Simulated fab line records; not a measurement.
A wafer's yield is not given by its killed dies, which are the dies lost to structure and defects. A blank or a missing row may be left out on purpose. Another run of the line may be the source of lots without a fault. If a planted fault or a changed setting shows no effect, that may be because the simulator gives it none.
Problem report, 8D (eight disciplines) form, completed by code :: flow n5 finfet :: the parts of the form that need people (team, actions taken, sign-off) are left out

1. THE ISSUE
Wafers free of any fault read 4.31 (standard deviation 0.12) for CJ_N at N5_BEOL_M4_RC_MEAS_101, against a mean of 3.33 on 2 wafers of 2 lots. That puts it -8.2 standard deviations away from the usual mean.
The first sign was on wafer L466.6 at day 11 09:59, on prober-02. At this step, 28 wafers from 10 lots have a number in the record. Rule for "out", or "out of limits": more than 4 standard deviations from the usual mean. The rest of the wafers with a number are treated as sound.

2. WHAT IT IS AND WHAT IT IS NOT
question: which readings at this step
is: CJ_N, RS_PWELL
is not: DIBL_N, DIBL_P, IOFF_N, IOFF_P, ION_N, ION_P, SS_N, SS_P, VT_N, VT_P

question: which lots
is: L465, L466
is not: L454, L455, L456, L458, L473, L474, L476, L477

question: which wafers of those lots
is: L465.6, L466.6
is not: L465.2, L466.5

question: read on which gauges
is: prober-01, prober-02
is not: -

question: when
is: from day 11 09:59
is not: up to then (13 sound wafers); but 13 sound wafers of L465, L473, L474, L476, L477 came after

3. WHAT RULES OUT EACH SUSPECT
Counting: if a tool at a process step up to the reading ran every lot that is out, it stays a suspect. Sound lots after the first of them don't rule it out here, since some wafers of a struck lot are sound.
- the gauge at N5_BEOL_M4_RC_MEAS_101 has been ruled out. The wafers that are out were read on 2 gauges (prober-01, prober-02).
- epi rpcvd-02 at N5_WELL_APT_EPI_41 (deposits Si from SiH4/H2, target thk 50 nm, time 297.7 s): kept. Ran every lot that is out, first one L465 (day 4 10:07); last sound lot up to then L454 (day 1 16:11).
After counting, what remains is epi rpcvd-02 at N5_WELL_APT_EPI_41.

4. THE CAUSE (what the simulator had put in)
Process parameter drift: epi rpcvd-02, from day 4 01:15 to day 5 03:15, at N5_WELL_APT_EPI_41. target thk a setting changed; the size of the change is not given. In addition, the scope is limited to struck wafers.
Counting left only this tool.

5. SEQUENCE OF EFFECTS, ordered by route
One row per reading whose mean, taken over the struck wafers that have a number, lies over 3 standard deviations from the usual. Only readings for which the record gives a usual standard deviation are gone through. hours: the time from each lot's start at the first step in this table that gives one to its start at this step, as a median over the lots. sigmas: the change in usual standard deviations.
hours: 0
step: N5_BEOL_M4_RC_MEAS_101
reading: CJ_N
usual: 4.31
on struck wafers: 3.33
change: -0.98
sigmas: -8.2

hours: 0
step: N5_BEOL_M4_RC_MEAS_101
reading: RS_PWELL
usual: 3011 ohm/sq
on struck wafers: 2882
change: -128
sigmas: -4.9

6. HOW IT WOULD HAVE BEEN CAUGHT EARLIER
177 hours passed between the start of the fault at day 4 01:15 and the first reading out of limits at a measuring or inspecting step in this record, taken at day 11 09:59.
Tool readings at N5_WELL_APT_EPI_41 with a usual standard deviation given in the record: none out on any struck wafer, hence no alarm at a limit of 4 standard deviations on them.
Each of the lots that are out, 2 in all, had begun N5_WELL_APT_EPI_41 on epi rpcvd-02 no later than day 11 09:59. Tool hold at that time: it would have spared none of them.
